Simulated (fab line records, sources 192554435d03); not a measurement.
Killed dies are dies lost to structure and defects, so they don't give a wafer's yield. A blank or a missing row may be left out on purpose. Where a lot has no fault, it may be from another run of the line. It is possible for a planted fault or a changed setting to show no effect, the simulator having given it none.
One fault through the eyes of 2 desks ; flow n5-finfet ; only its own numbers are on each desk; what lay behind them is given at the end

## THE TOOL OWNER'S DESK: rtp-anneal-01
At N5_SD_ACTIVATION_RTA_00 (time 0 s), the tool's own readings, given per lot that ran on this tool as the mean of the sampled wafers with a number. Any lot whose mean is over 4 standard deviations away from the usual mean is out of limits and marked OUT; that distance is given in the brackets. It has 9 readings, of which 7 appear: the earliest out of limits, and the ones furthest out on some lot.
Columns: A = lamp-power-pct at N5_SD_ACTIVATION_RTA_00, usual 8.95 %; B = lamp_zone_1_pct at N5_SD_ACTIVATION_RTA_00, usual 8.947 %; C = lamp_zone_2_pct at N5_SD_ACTIVATION_RTA_00, usual 8.951 %; D = lamp_zone_3_pct at N5_SD_ACTIVATION_RTA_00, usual 8.952 %; E = lamp_zone_5_pct at N5_SD_ACTIVATION_RTA_00, usual 8.955 %; F = lamp_zone_6_pct at N5_SD_ACTIVATION_RTA_00, usual 8.877 %; G = lamp_zone_7_pct at N5_SD_ACTIVATION_RTA_00, usual 9.350 %
lot;first seen here;A;B;C;D;E;F;G
L132;day 4 04:12;8.93;8.959;8.964;8.948;8.949;8.872;9.366
L138;day 5 22:55;9.26 (+5.9) OUT;9.238 (+11) OUT;9.235 (+12) OUT;9.204 (+9.3) OUT;9.229 (+10) OUT;9.150 (+11) OUT;9.621 (+11) OUT
L139;day 5 23:54;9.18 (+4.4) OUT;9.183 (+9.1) OUT;9.231 (+12) OUT;9.226 (+10) OUT;9.225 (+10) OUT;9.127 (+10) OUT;9.631 (+11) OUT
L151;day 8 23:51;8.96;8.952;8.931;8.955;8.973;8.875;9.341
This desk's verdict: out of limits on L138, L139, starting with L138 at day 5 22:55 (lamp-power-pct at N5_SD_ACTIVATION_RTA_00). L132, L151: within limits.

## METROLOGY DESK
Means of the sampled wafers that have a number, per lot and without regard to the tool the lot ran on: this is what the gauges read. Any lot whose mean is over 4 standard deviations away from the usual mean is out of limits and marked OUT; that distance is given in the brackets. It has 12 readings, of which 7 appear: the earliest out of limits, and the ones furthest out on some lot.
Columns: A = DIBL_N at N5_BEOL_M4_RC_MEAS_101, usual 37.1 mV/V; B = IOFF_N at N5_BEOL_M4_RC_MEAS_101, usual 0.18 nA/um; C = IOFF_N_85C at N5_BEOL_M4_RC_MEAS_101, usual 3.4 nA/um; D = ION_N at N5_BEOL_M4_RC_MEAS_101, usual 674 uA/um; E = REXT_N at N5_BEOL_M4_RC_MEAS_101, usual 74.9 ohm.um; F = SS_N at N5_BEOL_M4_RC_MEAS_101, usual 72.1 mV/dec; G = VT_N at N5_BEOL_M4_RC_MEAS_101, usual 250 mV
lot;first seen here;A;B;C;D;E;F;G
L132;day 9 13:39;37.8;0.20;3.8;671;75.4;72.4;248
L138;day 10 13:37;43.5;0.32;5.6;704;65.9 (-6.0) OUT;73.6;242
L139;day 10 18:44;44.0;0.44 (+4.9) OUT;7.2 (+4.6) OUT;711;67.2 (-5.1) OUT;75.2;241
L151;day 13 21:56;36.8;0.17;3.3;671;74.5;71.8;249
This desk's finding: out of limits on L138, L139; first on L138, day 10 13:37 (REXT_N at N5_BEOL_M4_RC_MEAS_101). L132, L151: within limits.

## ALL TOGETHER
An alarm could have come from the tool owner's desk at day 5 22:55, on L138, L139.
The metrology desk could have raised an alarm at day 10 13:37, on L138, L139.
The lots listed all ran N5_SD_ACTIVATION_RTA_00 on rtp-anneal-01.

## WHAT HAD BEEN PUT IN BY THE SIMULATOR
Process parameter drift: rtp-anneal-01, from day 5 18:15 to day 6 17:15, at N5_SD_ACTIVATION_RTA_00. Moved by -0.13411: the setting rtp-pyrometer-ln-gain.
Struck lots among those shown: L138, L139.
Delay (hours) between the fault's onset and each desk's first out-of-limits reading: 5 at the tool owner's desk, 115 at the metrology desk.
